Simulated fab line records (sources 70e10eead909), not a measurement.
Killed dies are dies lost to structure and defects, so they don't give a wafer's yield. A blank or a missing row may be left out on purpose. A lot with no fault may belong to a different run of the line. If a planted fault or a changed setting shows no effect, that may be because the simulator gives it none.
Which tool is to blame? + flow nand harc + 13 lots, 39 wafers sampled, at 6 steps of a route of 1302

== WHAT EACH GAUGE READ, for each wafer ==
NHARC_A_CHANNEL_FILL_D1_INSPECT_13.
| lot  | measured     | on                | raw defect count |
|------|--------------|-------------------|------------------|
| L587 | day 11 07:55 | defect inspect-02 | 208 264 374      |
| L588 | day 11 07:55 | defect inspect-01 | 580 190 205      |
| L593 | day 13 01:26 | defect inspect-02 | 284 347 253      |
| L592 | day 13 01:26 | defect inspect-01 | 394 565 463      |
| L594 | day 13 23:30 | defect inspect-02 | 220 256 272      |
| L595 | day 14 02:37 | defect inspect-01 | 323 686 262      |
| L596 | day 14 17:07 | defect inspect-02 | 285 274 437      |
| L604 | day 18 01:53 | defect inspect-02 | 274 242 269      |
| L605 | day 18 10:25 | defect inspect-02 | 525 188 191      |
| L608 | day 19 16:12 | defect inspect-02 | 398 391 241      |
| L607 | day 19 16:12 | defect inspect-01 | 453 190 236      |
| L609 | day 20 04:25 | defect inspect-01 | 208 236 142      |
| L610 | day 20 17:19 | defect inspect-02 | 220 476 226      |

NHARC_A_ONON_D2_THK_MEAS_08: measures by ellipsometry.
| lot  | measured     | on            | thk nm (nm)    |
|------|--------------|---------------|----------------|
| L587 | day 13 06:28 | film metro-02 | 1003 1002 1003 |
| L588 | day 13 06:28 | film metro-02 | 1006 1005 1005 |
| L593 | day 14 14:07 | film metro-02 | 1003 1002 1002 |
| L592 | day 14 14:08 | film metro-01 | 980 979 978    |
| L594 | day 15 08:55 | film metro-01 | 992 992 995    |
| L595 | day 15 12:20 | film metro-01 | 1000 997 997   |
| L596 | day 16 05:31 | film metro-01 | 994 993 993    |
| L604 | day 19 12:56 | film metro-01 | 995 997 996    |
| L605 | day 19 21:33 | film metro-02 | 1013 1014 1014 |
| L608 | day 21 02:56 | film metro-01 | 993 996 995    |
| L607 | day 21 02:56 | film metro-02 | 1006 1006 1008 |
| L609 | day 21 14:09 | film metro-01 | 999 999 1000   |
| L610 | day 22 00:02 | film metro-02 | 1004 1005 1005 |

NHARC_A_ONON_D2_THK_MEAS_24: measures by ellipsometry.
| lot  | measured     | on            | thk nm (nm)    |
|------|--------------|---------------|----------------|
| L587 | day 13 16:36 | film metro-02 | 996 997 997    |
| L588 | day 13 16:49 | film metro-01 | 1020 1020 1021 |
| L593 | day 15 00:20 | film metro-02 | 1005 1004 1005 |
| L592 | day 15 00:20 | film metro-02 | 1021 1021 1020 |
| L594 | day 15 18:33 | film metro-02 | 1000 1000 1000 |
| L595 | day 15 21:59 | film metro-02 | 1701 1699 1701 |
| L596 | day 16 15:30 | film metro-01 | 1686 1687 1684 |
| L604 | day 19 23:01 | film metro-01 | 1006 1004 1005 |
| L605 | day 20 07:10 | film metro-01 | 988 988 987    |
| L608 | day 21 13:23 | film metro-02 | 996 997 996    |
| L607 | day 21 13:13 | film metro-02 | 998 998 996    |
| L609 | day 22 01:31 | film metro-01 | 1018 1016 1014 |
| L610 | day 22 09:43 | film metro-01 | 1003 1003 1005 |

NHARC_END_SORT_01.
| lot  | measured     | on        | killed at array | killed at other | killed at periphery | killed dies | killed open | killed short |
|------|--------------|-----------|-----------------|-----------------|---------------------|-------------|-------------|--------------|
| L595 | day 27 08:33 | prober-01 | 675 671 676     | 0 0 0           | 2 6 1               | 677 677 677 | 6 5 1       | 4 5 3        |
| L596 | day 27 23:50 | prober-02 | 673 674 675     | 0 0 0           | 4 3 2               | 677 677 677 | 4 2 3       | 2 0 1        |

== EACH LOT AND THE TOOL THAT RAN IT (in order: tool; ch and the chambers of the sampled wafers; start) ==
| lot  | NHARC_A_ONON_D2_DEP_22           | NHARC_A_CHANNEL_HOLE_D2_DEP_01  |
|------|----------------------------------|---------------------------------|
| L587 | pecvd onon-04 ch 0, day 13 16:06 | pecvd-03 ch 1,2, day 14 03:13   |
| L588 | pecvd onon-03 ch 0, day 13 16:29 | pecvd-03 ch 0,1,2, day 14 04:17 |
| L593 | pecvd onon-04 ch 0, day 14 23:49 | pecvd-03 ch 0,1, day 15 04:04   |
| L592 | pecvd onon-01 ch 0, day 14 23:56 | pecvd-01 ch 0,2, day 15 04:02   |
| L594 | pecvd onon-04 ch 0, day 15 18:03 | pecvd-03 ch 0,1, day 15 22:49   |
| L595 | pecvd onon-04 ch 0, day 15 21:29 | -                               |
| L596 | pecvd onon-04 ch 0, day 16 14:59 | -                               |
| L604 | pecvd onon-04 ch 0, day 19 22:33 | pecvd-01 ch 0,1,2, day 20 03:05 |
| L605 | pecvd onon-04 ch 0, day 20 06:39 | pecvd-04 ch 0,1, day 20 15:05   |
| L608 | pecvd onon-03 ch 0, day 21 12:52 | pecvd-04 ch 1,2, day 21 19:46   |
| L607 | pecvd onon-01 ch 0, day 21 12:42 | pecvd-03 ch 0,1,2, day 21 19:25 |
| L609 | pecvd onon-01 ch 0, day 22 01:01 | pecvd-03 ch 0,1, day 22 05:14   |
| L610 | pecvd onon-04 ch 0, day 22 09:19 | pecvd-04 ch 0,1, day 22 15:35   |
- NHARC_A_ONON_D2_DEP_22: target thk 1000 nm.
- NHARC_A_CHANNEL_HOLE_D2_DEP_01: deposits SiON, target thk 140 nm.

== AS READ BY THE TOOLS THEMSELVES (means over the sampled wafers that have a number; for cases with no such wafer, the mark the record gives instead) ==
NHARC_A_ONON_D2_DEP_22.
| lot  | tool          | nh3 flow sccm (sccm) | susceptor temp C (C) |
|------|---------------|----------------------|----------------------|
| L587 | pecvd onon-04 | 498.6                | 400.09               |
| L588 | pecvd onon-03 | 499.4                | 399.88               |
| L593 | pecvd onon-04 | 498.5                | 399.69               |
| L592 | pecvd onon-01 | 499.5                | 400.15               |
| L594 | pecvd onon-04 | 501.0                | 399.92               |
| L595 | pecvd onon-04 | 501.3                | 399.99               |
| L596 | pecvd onon-04 | 500.6                | 400.09               |
| L604 | pecvd onon-04 | 500.3                | 399.98               |
| L605 | pecvd onon-04 | 498.2                | 399.99               |
| L608 | pecvd onon-03 | 500.3                | 399.90               |
| L607 | pecvd onon-01 | 499.8                | 400.01               |
| L609 | pecvd onon-01 | 501.1                | 399.76               |
| L610 | pecvd onon-04 | 501.5                | 400.07               |

NHARC_A_CHANNEL_HOLE_D2_DEP_01.
| lot  | tool     | heater power w (W) | susceptor temp C (C) |
|------|----------|--------------------|----------------------|
| L587 | pecvd-03 | 877                | 400.01               |
| L588 | pecvd-03 | 802                | 400.28               |
| L593 | pecvd-03 | 786                | 399.97               |
| L592 | pecvd-01 | 821                | 399.92               |
| L594 | pecvd-03 | 744                | 399.82               |
| L604 | pecvd-01 | 830                | 399.99               |
| L605 | pecvd-04 | 706                | 399.73               |
| L608 | pecvd-04 | 780                | 400.09               |
| L607 | pecvd-03 | 780                | 399.92               |
| L609 | pecvd-03 | 812                | 399.69               |
| L610 | pecvd-04 | 681                | 400.22               |

== THE ANSWER, worked out from the rows above alone ==
Rule: the usual values come from the lots themselves. The widest of any qualifying gaps counts: lots, ordered by their means at a reading, are off when they make up no more than a third of the lots, leave a main group of 4 or more, and stand apart from it by 3 or more times the standard deviation of that group's means. If all means in a main group match to the digits the tables above print for the reading, that group is not used. Also off: a lot with no number at a reading for which 4 or more lots have one. Any other lot the step has rows for is counted as sound. Order of review: gauges by route order, followed by the tools' own readings, for which a lot's mean as printed above is used. The first step at which some lot is off is used, and at that step the reading that is off furthest; a lot without a number counts as furthest.
Off at NHARC_A_ONON_D2_THK_MEAS_24 (thk nm): L595, L596. Mean 1004 nm and standard deviation 10 in the main group.
A tool fits if, at a process step before that reading, it ran every lot that is off, and no sound lot after the first of them. Those tools and the gauges at NHARC_A_ONON_D2_THK_MEAS_24 are tried in the same way. None of those tried fits.

== WHAT THE SIMULATOR PUT IN ==
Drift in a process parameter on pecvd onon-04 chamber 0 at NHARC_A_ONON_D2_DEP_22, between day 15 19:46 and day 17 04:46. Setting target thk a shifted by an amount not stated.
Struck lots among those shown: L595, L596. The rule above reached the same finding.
